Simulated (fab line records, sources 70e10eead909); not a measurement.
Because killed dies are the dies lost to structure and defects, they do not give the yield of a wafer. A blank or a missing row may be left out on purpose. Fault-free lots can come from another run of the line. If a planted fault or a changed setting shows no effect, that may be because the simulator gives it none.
Commonality check across tools | flow nand_harc | Sample size 2 lots and 6 wafers

## WHY IT WAS OPENED
At NHARC_END_SORT_01 the reading killed_at_array is flagged on 2 of 2 lots. No-fault wafers: 55, standard deviation 19.
Rule: a lot is flagged when every wafer of it that has a number lies more than 4 standard deviations from that mean, or none has a number. The other lots count as sound.

lot  | measured     | on        | killed_at_array, wafer by wafer | flag
L309 | day 28 05:41 | prober-01 | 672 673 672                     | FLAGGED
L310 | day 28 10:59 | prober-02 | 673 671 669                     | FLAGGED
Average over the flagged lots: 672; offset from the usual +617, equal to +32 standard deviations.

## TOOL THAT RAN EACH LOT
The record holds 4 process steps before the reading, out of a route of 1302 steps. In each cell: the tool, then ch and the chambers that the sampled wafers went through, then the start.
lot  | flag    | NHARC_A_STAIRCASE_TRIM_235                    | NHARC_A_STAIRCASE_DESCUM_252       | NHARC_A_STAIRCASE_ETCH_271         | NHARC_A_STAIRCASE_ETCH_451
L309 | FLAGGED | rie_diel-13 ch 0,1,2, day 20 02:57 or earlier | rie_diel-06 ch 0,1,2, day 20 02:57 | rie_diel-13 ch 1,2,3, day 20 09:55 | rie_diel-13 ch 1,2,3, day 28 05:41 or earlier
L310 | FLAGGED | rie_diel-01 ch 0,2,3, day 20 01:46 or earlier | rie_diel-13 ch 0,2,3, day 20 01:46 | rie_diel-06 ch 0,1,2, day 20 08:07 | rie_diel-06 ch 0,1,3, day 28 10:59 or earlier
What these steps do:
- NHARC_A_STAIRCASE_TRIM_235: chemistry O2, time 211.2 s.
- NHARC_A_STAIRCASE_DESCUM_252: chemistry O2, time 3 s.
- NHARC_A_STAIRCASE_ETCH_271: etches the open film in CF4/CHF3.
- NHARC_A_STAIRCASE_ETCH_451: etches the open film in CF4/O2, target depth 30 nm, overetch 3 nm, time 16.5 s.
- NHARC_END_SORT_01

## FLAGGED AGAINST TOTAL, ONE TOOL AT A TIME (gauges that did the reading follow at the end)
step                         | tool        | lots run | flagged | share of the flagged lots | sound lots run after its first flagged lot
NHARC_A_STAIRCASE_TRIM_235   | rie_diel-01 | 1        | 1       | some                      | 0
NHARC_A_STAIRCASE_TRIM_235   | rie_diel-13 | 1        | 1       | some                      | 0
NHARC_A_STAIRCASE_DESCUM_252 | rie_diel-06 | 1        | 1       | some                      | 0
NHARC_A_STAIRCASE_DESCUM_252 | rie_diel-13 | 1        | 1       | some                      | 0
NHARC_A_STAIRCASE_ETCH_271   | rie_diel-06 | 1        | 1       | some                      | 0
NHARC_A_STAIRCASE_ETCH_271   | rie_diel-13 | 1        | 1       | some                      | 0
NHARC_A_STAIRCASE_ETCH_451   | rie_diel-06 | 1        | 1       | some                      | 0
NHARC_A_STAIRCASE_ETCH_451   | rie_diel-13 | 1        | 1       | some                      | 0
NHARC_END_SORT_01            | prober-01   | 1        | 1       | some                      | 0
NHARC_END_SORT_01            | prober-02   | 1        | 1       | some                      | 0
NHARC_A_STAIRCASE_TRIM_235: start missing for some lots; hours and lot order therefore follow NHARC_A_STAIRCASE_DESCUM_252. NHARC_A_STAIRCASE_ETCH_451: start missing for some lots; hours and lot order therefore follow NHARC_END_SORT_01.

## THE TABLE: WHAT IT ALLOWS
No row of the table ran every flagged lot.

## WHAT WAS PUT IN BY THE SIMULATOR
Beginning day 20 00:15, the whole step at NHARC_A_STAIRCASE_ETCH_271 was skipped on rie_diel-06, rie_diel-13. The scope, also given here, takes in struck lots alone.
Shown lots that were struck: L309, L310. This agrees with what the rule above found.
